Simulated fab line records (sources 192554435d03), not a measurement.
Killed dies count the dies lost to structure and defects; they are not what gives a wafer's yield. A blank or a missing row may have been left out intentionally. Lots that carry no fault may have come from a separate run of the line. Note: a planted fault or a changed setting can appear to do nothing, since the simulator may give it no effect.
Split-lot study	flow n5_finfet	on a route of 1938 steps: 7 lots, 21 wafers read

ON THE SPLIT
At N5_BEOL_M5_DEP_56 (deposits SiCN from 3MS/NH3, target thk 8 nm, time 14 s), the setting time_s was moved away from the recipe's 14 s on 9 of the 21 wafers read, by -10.2% to +12.4%. All remaining wafers had this setting at the recipe value.

Reading taken at the split's own step.

THE READING
SiCN_of_BEOL_M5_DEP_56.thk_nm (the simulator's own value, which no gauge read), in nm, at N5_BEOL_M5_DEP_56 (deposits SiCN from 3MS/NH3, target thk 8 nm, time 14 s). There is no usual value for it anywhere in the file. Here, 12 wafers ran the recipe; their average is 8.0 nm with a standard deviation of 0.18 nm.

wafer	tool, chamber at the split	time_s as run, s	against the recipe	SiCN_of_BEOL_M5_DEP_56.thk_nm, nm	against lot-mates on the recipe
L074.1	pecvd-03, 0,1,2	14	recipe	8	-
L074.4	pecvd-03, 0,1,2	14	recipe	8	-
L074.5	pecvd-03, 0,1,2	14	recipe	8	-
L080.3	pecvd-02, 1	12.57	-10.2%	7.2	-0.7
L080.5	pecvd-02, 1	14	recipe	7.8	-
L080.6	pecvd-02, 0	14	recipe	8	-
L081.1	pecvd-03, 0	14	recipe	8	-
L081.2	pecvd-03, 2	14	recipe	7.8	-
L081.5	pecvd-03, 1	12.8	-8.6%	7.4	-0.5
L083.1	pecvd-01, 0	14	recipe	8.2	-
L083.2	pecvd-01, 1	12.92	-7.7%	7.4	-0.8
L083.6	pecvd-01, 1	12.92	-7.7%	7.4	-0.8
L084.3	pecvd-02, 1	15.73	+12.4%	8.8	no lot-mate on the recipe
L084.4	pecvd-02, 2,1	15.73	+12.4%	9	no lot-mate on the recipe
L084.5	pecvd-02, 2,1	15.73	+12.4%	9	no lot-mate on the recipe
L090.3	pecvd-02, 0	12.9	-7.9%	7	-0.8
L090.4	pecvd-02, 0	14	recipe	7.8	-
L090.5	pecvd-02, 1	12.9	-7.9%	7.2	-0.6
L097.1	pecvd-01, 2,0	14	recipe	8.2	-
L097.4	pecvd-01, 2,0	14	recipe	8.2	-
L097.6	pecvd-01, 2	14	recipe	8.4	-
Rows listing several chambers each stand for several wafers; the file does not say which wafer went through which chamber.

FIT RESULTS
A straight line over all 21 wafers: SiCN_of_BEOL_M5_DEP_56.thk_nm changes by +0.0811 nm for each +1% of time_s; r = +0.95; the points scatter about the line by 0.18 nm.
The same after taking each lot's own level away (the mean of its wafers on the recipe; 18 wafers): +0.0821 nm for each +1%; r = +0.95; scatter 0.11 nm.
On that fit, the largest move of time_s shifts the reading by 1 nm.
Across the lots, their own levels run from 7.80 to 8.27 nm, a range of 2.6 times the standard deviation given above.
Consequently the slope shifts little with the lot-to-lot level, the two slopes agreeing.
Check: with one of the wafers moved furthest among these (-10.2%) left out of the fit, the line predicts -0.893 nm for it against its lot-mates. Against them it came out at -0.7 nm.

OTHER SPLITS APPLIED TO THESE WAFERS
These wafers also went through other splits before the reading. Each is held against what the fit with the lots' levels taken away leaves over:
other split on the same wafers	wafers away from the commonest value	r with SiCN_of_BEOL_M5_DEP_56.thk_nm (lot level and that fit taken away)
N5_BEOL_M3_EXPOSE_08 dose_mj	5	+0.07
N5_BEOL_M3_ETCH_64 time_s	8	-0.12
N5_BEOL_M5_ETCH_62 source_w	5	-0.24
N5_BEOL_M5_COAT_66 spin_rpm	5	-0.24

FILE'S OWN FIT
SiCN_of_BEOL_M5_DEP_56.thk_nm changes by +0.0773 nm for each +1% of time_s, r = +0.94.
